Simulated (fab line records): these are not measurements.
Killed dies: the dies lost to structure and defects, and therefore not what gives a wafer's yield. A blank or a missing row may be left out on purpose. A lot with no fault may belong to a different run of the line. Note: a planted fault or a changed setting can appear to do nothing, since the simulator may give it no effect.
Which of the tools did it? -- flow nandHarc -- Sampling: 24 lots, 72 wafers, 4 of 1302 route steps

## WHAT THE GAUGES SHOWED, per wafer
NHARC_A_BLC_CD_MEAS_19.
lot,measured,on,cdNm (nm)
L074,day 23 01:31,cdSem-02,99.8 98.7 102.6
L075,day 23 03:19,cdSem-01,101.6 100.9 98.6
L076,day 23 19:06,cdSem-02,100.5 101.2 100.9
L078,day 23 21:03,cdSem-01,100.2 100.5 101.1
L080,day 24 08:23,cdSem-01,99.9 100.0 98.3
L079,day 24 10:38,cdSem-01,101.5 100.6 101.5
L077,day 24 17:08,cdSem-03,100.4 101.1 98.8
L081,day 25 07:52,cdSem-01,99.4 101.1 102.9
L082,day 25 11:38,cdSem-02,101.3 99.6 102.9
L083,day 26 02:49,cdSem-02,98.8 99.4 99.6
L084,day 26 19:15,cdSem-02,98.6 99.5 98.0
L085,day 26 19:36,cdSem-01,99.8 100.9 101.0
L086,day 27 08:23,cdSem-03,99.2 100.5 98.8
L089,day 28 05:32,cdSem-02,100.8 101.8 99.0
L090,day 28 07:01,cdSem-03,101.6 99.4 100.5
L087,day 28 08:53,cdSem-02,100.5 99.7 100.2
L088,day 28 09:28,cdSem-02,98.4 96.7 96.8
L093,day 30 02:17,cdSem-03,100.6 100.1 100.8
L092,day 30 04:49,cdSem-03,100.1 98.3 102.1
L091,day 30 13:21,cdSem-03,99.5 100.6 101.0
L094,day 31 08:34,cdSem-01,102.0 104.2 102.1
L096,day 31 09:31,cdSem-03,98.6 97.2 100.8
L095,day 31 10:25,cdSem-03,100.0 103.4 101.7
L097,day 31 22:14,cdSem-02,100.9 99.8 102.0

NHARC_A_M1_CD_MEAS_09: target cd 120 nm.
lot,measured,on,cdNm (nm)
L074,day 23 08:33,cdSem-03,120.2 119.9 119.5
L075,day 23 10:01,cdSem-01,119.5 120.3 119.9
L076,day 24 01:56,cdSem-01,119.3 119.2 119.2
L078,day 24 04:05,cdSem-01,119.7 119.7 119.9
L080,day 24 15:19,cdSem-01,119.5 119.8 119.3
L079,day 24 17:31,cdSem-03,120.0 120.0 120.3
L077,day 25 00:21,cdSem-01,119.7 119.9 119.9
L081,day 25 14:52,cdSem-02,120.1 120.4 120.4
L082,day 25 19:19,cdSem-02,119.3 119.3 119.5
L083,day 26 09:46,cdSem-02,120.1 119.8 120.1
L084,day 27 02:19,cdSem-02,120.2 120.1 120.0
L085,day 27 02:38,cdSem-02,119.6 119.6 119.4
L086,day 27 15:10,cdSem-03,119.8 120.0 120.7
L089,day 28 13:02,cdSem-01,120.7 119.8 119.7
L090,day 28 14:20,cdSem-03,119.5 119.6 120.5
L087,day 28 15:48,cdSem-01,119.0 119.3 119.6
L088,day 28 17:01,cdSem-01,120.0 119.4 119.5
L093,day 30 09:13,cdSem-03,119.6 119.9 119.6
L092,day 30 11:46,cdSem-01,120.4 120.8 120.3
L091,day 30 20:22,cdSem-01,120.3 119.4 120.2
L094,day 31 16:02,cdSem-01,119.8 119.6 119.9
L096,day 31 16:49,cdSem-02,119.1 119.9 120.4
L095,day 31 17:10,cdSem-02,119.7 119.9 119.5
L097,day 32 05:44,cdSem-02,120.2 120.4 120.2

## TOOL THAT RAN EACH LOT (tool first, then ch and the chambers of the sampled wafers, then the start)
lot,NHARC_A_BLC_DESCUM_15,NHARC_A_BLC_CMP_25
L074,"rieDiel-11 ch 2,3, day 23 00:23","cmp-03 ch 1,2,3, day 23 03:10"
L075,"rieDiel-11 ch 0,1,2, day 23 02:19","cmp-03 ch 2,3, day 23 04:54"
L076,"rieDiel-11 ch 0,1,3, day 23 18:05","cmp-03 ch 2,3, day 23 20:40"
L078,"rieDiel-11 ch 0,1,2, day 23 20:02","cmp-01 ch 1,2,3, day 23 22:40"
L080,"rieDiel-10 ch 1,3, day 24 07:25","cmp-03 ch 0,3, day 24 09:58"
L079,"rieDiel-11 ch 0,1,2, day 24 09:41","cmp-04 ch 0,3, day 24 12:17"
L077,"rieDiel-10 ch 0,3, day 24 16:10","cmp-04 ch 0,2,3, day 24 18:51"
L081,"rieDiel-02 ch 1,2,3, day 25 06:53","cmp-01 ch 0,1,2, day 25 09:29"
L082,"rieDiel-11 ch 0,2,3, day 25 10:40","cmp-01 ch 0,1,2, day 25 13:13"
L083,"rieDiel-11 ch 1,2,3, day 26 01:51","cmp-01 ch 1,2,3, day 26 04:23"
L084,"rieDiel-10 ch 0,1, day 26 18:17","cmp-01 ch 2,3, day 26 20:52"
L085,"rieDiel-11 ch 0,2,3, day 26 18:38","cmp-04 ch 1,3, day 26 21:13"
L086,"rieDiel-10 ch 0,3, day 27 07:25","cmp-04 ch 0,1,2, day 27 10:04"
L089,"rieDiel-11 ch 0,2, day 28 04:34","cmp-01 ch 1,2, day 28 07:47"
L090,"rieDiel-11 ch 0,3, day 28 06:02","cmp-01 ch 0,1,3, day 28 09:07"
L087,"rieDiel-11 ch 1,3, day 28 07:55","cmp-01 ch 2,3, day 28 10:28"
L088,"rieDiel-10 ch 2,3, day 28 08:31","cmp-01 ch 2,3, day 28 11:28"
L093,"rieDiel-11 ch 0,1,3, day 30 01:19","cmp-01 ch 1,2,3, day 30 03:53"
L092,"rieDiel-11 ch 0,2, day 30 03:40","cmp-03 ch 0,1,3, day 30 06:27"
L091,"rieDiel-11 ch 0,2,3, day 30 12:23","cmp-01 ch 0,1,3, day 30 14:55"
L094,"rieDiel-11 ch 1,2,3, day 31 07:37","cmp-01 ch 2,3, day 31 10:08"
L096,"rieDiel-10 ch 1,2,3, day 31 08:34","cmp-01 ch 0,1,3, day 31 11:08"
L095,"rieDiel-11 ch 0,2,3, day 31 09:26","cmp-03 ch 0,2,3, day 31 12:00"
L097,"rieDiel-11 ch 0,1,3, day 31 21:17","cmp-03 ch 0,1,3, day 31 23:50"
- NHARC_A_BLC_DESCUM_15: chemistry O2, time 3 s.
- NHARC_A_BLC_CMP_25: polishes, t overpolish 30 s, target thk 150 nm.

## WHAT THE TOOLS THEMSELVES READ (means of the sampled wafers that have a number; where no wafer has one, the mark that the record gives instead)
NHARC_A_BLC_DESCUM_15.
lot,tool,drypumpMotorCurrentA (A),oesProductAu (a.u.),rfVppV (V),showerheadPlenumPTorr (Torr),throttleValvePct (%)
L074,rieDiel-11,6.4,1.006,57.7,1.86,11.314
L075,rieDiel-11,5.6,0.994,57.6,1.96,11.312
L076,rieDiel-11,5.5,1.011,57.3,1.91,11.314
L078,rieDiel-11,5.6,0.993,58.2,1.96,11.305
L080,rieDiel-10,5.1,0.998,59.0,2.00,11.317
L079,rieDiel-11,5.6,1.003,58.4,1.96,11.313
L077,rieDiel-10,5.5,1.004,58.7,2.00,11.309
L081,rieDiel-02,5.5,1.005,58.2,1.93,11.311
L082,rieDiel-11,6.1,1.003,57.3,1.93,11.314
L083,rieDiel-11,5.9,1.015,57.7,1.89,11.303
L084,rieDiel-10,6.0,1.005,57.8,1.96,11.307
L085,rieDiel-11,6.0,0.997,58.0,1.93,11.312
L086,rieDiel-10,5.5,0.998,58.2,1.99,11.306
L089,rieDiel-11,5.7,1.004,58.1,2.00,11.306
L090,rieDiel-11,5.7,1.011,57.9,1.94,11.318
L087,rieDiel-11,5.9,1.001,57.2,1.84,11.309
L088,rieDiel-10,5.5,1.009,57.6,2.00,11.312
L093,rieDiel-11,5.5,1.003,58.3,1.90,11.312
L092,rieDiel-11,5.7,1.008,57.8,1.99,11.310
L091,rieDiel-11,6.1,0.999,57.8,1.93,11.316
L094,rieDiel-11,6.0,1.006,57.6,1.89,11.312
L096,rieDiel-10,5.5,0.995,57.8,1.99,11.310
L095,rieDiel-11,6.0,0.998,58.1,1.93,11.308
L097,rieDiel-11,5.5,1.002,57.7,1.90,11.306

NHARC_A_BLC_CMP_25.
lot,tool,edgeZonePressureFrac,motorCurrentA (A),overpolishRunS (s),slurryFlowMlMin,timeToEndpointS (s)
L074,cmp-03,0.997,12.5,29.991,149.8,29.9
L075,cmp-03,1.001,12.9,30.009,149.8,26.7
L076,cmp-03,1.000,12.9,30.000,149.8,27.4
L078,cmp-01,1.001,12.8,30.001,150.0,29.5
L080,cmp-03,0.999,13.0,30.007,149.6,32.4
L079,cmp-04,1.002,11.3,30.011,150.0,28.9
L077,cmp-04,1.003,12.3,30.006,150.2,27.1
L081,cmp-01,1.001,13.4,30.002,150.0,26.6
L082,cmp-01,1.000,13.4,29.999,150.1,29.6
L083,cmp-01,1.001,13.1,30.005,150.2,28.0
L084,cmp-01,1.001,13.0,29.995,149.7,29.9
L085,cmp-04,1.000,11.6,30.000,150.1,29.0
L086,cmp-04,1.001,11.9,30.002,150.4,28.4
L089,cmp-01,1.001,13.6,30.000,149.9,28.7
L090,cmp-01,0.999,12.4,30.005,149.7,28.9
L087,cmp-01,0.997,13.0,30.010,149.5,28.1
L088,cmp-01,1.003,13.1,30.005,149.7,28.1
L093,cmp-01,1.003,12.6,30.000,150.0,27.7
L092,cmp-03,0.999,12.0,30.006,149.9,32.3
L091,cmp-01,1.000,12.8,29.999,150.1,27.2
L094,cmp-01,1.004,12.9,30.003,150.1,29.2
L096,cmp-01,1.009,12.6,29.999,150.3,31.7
L095,cmp-03,1.002,12.7,30.000,150.0,29.8
L097,cmp-03,0.999,12.6,29.994,150.0,30.7

## THE ANSWER, worked out from the rows above alone
Rule: usual is defined by the lots themselves. The widest of any qualifying gaps counts: lots, ordered by their means at a reading, are off when they make up no more than a third of the lots, leave a main group of 4 or more, and stand apart from it by 3 or more times the standard deviation of that group's means. A main group is skipped when, at the precision printed for the reading in the tables above, its means are all equal. Also off: a lot with no number at a reading for which 4 or more lots have one. The other lots that the step has rows for count as sound. The gauges are gone through in route order, then the tools' own readings, and for those a lot's mean is taken as printed above. At the first step where some lot is off, the reading lying furthest off is the one used; lots without a number count as furthest.
Across all readings shown, no lot is off: no conclusion can be drawn from this.

## WHAT THE SIMULATOR HAD PUT IN
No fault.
